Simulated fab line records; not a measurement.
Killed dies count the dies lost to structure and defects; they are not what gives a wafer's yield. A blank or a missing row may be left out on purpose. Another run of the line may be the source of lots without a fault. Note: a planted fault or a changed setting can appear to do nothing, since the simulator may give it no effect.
Matching of chambers -- flow n5-finfet -- N5_BEOL_M13_ILD_DEP_00 on pecvd-01: 3 sister chambers
The step deposits SiOC from DEMS/O2, target thk 837.92 nm, time 166.4 s. 16 wafers are shown with their chamber, then 8 later ones without.

## WAFERS, EACH WITH ITS CHAMBER
wafer,chamber,throttle-valve-pct (%),showerhead-plenum-p-Torr (Torr),heater-power-outer-w (W)
L076.1,1,13.9,5.680,271
L076.3,0,11.8,5.678,218
L076.6,1,13.8,5.675,296
L077.1,0,11.7,5.662,225
L077.3,1,14.0,5.670,311
L077.6,1,13.8,5.677,323
L080.2,1,13.7,5.676,245
L080.4,1,14.3,5.698,272
L080.5,2,12.1,5.738,290
L083.1,0,11.8,5.679,260
L083.5,0,11.7,5.674,186
L083.6,2,12.1,5.729,271
L084.2,0,11.7,5.664,198
L084.3,2,11.9,5.710,255
L084.5,2,12.2,5.719,266
L087.2,0,12.0,5.670,221

SIGNATURES, as means of the wafers listed above
reading,chamber 0,chamber 1,chamber 2,scatter within a chamber
throttle-valve-pct,11.783,13.917,12.075,0.163
showerhead-plenum-p-Torr,5.67117,5.67933,5.72400,0.00947
heater-power-outer-w,218.00,286.33,270.50,24.9
Rule: distance of a wafer from a chamber = root of the sum over the readings of ((wafer's reading minus chamber's mean) / reading's scatter) squared. The wafer belongs to the nearest chamber; if the next one is less than 2 further off, it can't be placed. How the scatter is found: for the shown wafers, subtract from each reading the mean of its chamber, square and add these, divide the total by (wafers less chambers), then take the root.

## WAFERS MISSING THEIR CHAMBER
wafer,throttle-valve-pct (%),showerhead-plenum-p-Torr (Torr),heater-power-outer-w (W)
L087.3,14.2,5.693,291
L087.5,12.2,5.726,269
L088.1,11.6,5.679,208
L088.4,12.0,5.735,215
L088.5,13.9,5.670,291
L094.1,12.3,5.736,284
L094.5,14.0,5.691,238
L094.6,12.3,5.704,296

## EACH ONE'S CHAMBER
wafer,from the rows above,in truth
L087.3,1,1
L087.5,2,2
L088.1,0,0
L088.4,2,2
L088.5,1,1
L094.1,2,2
L094.5,1,1
L094.6,2,2
8 of 8 placed correctly. Not placeable from these rows: 0. Wrongly placed: 0.
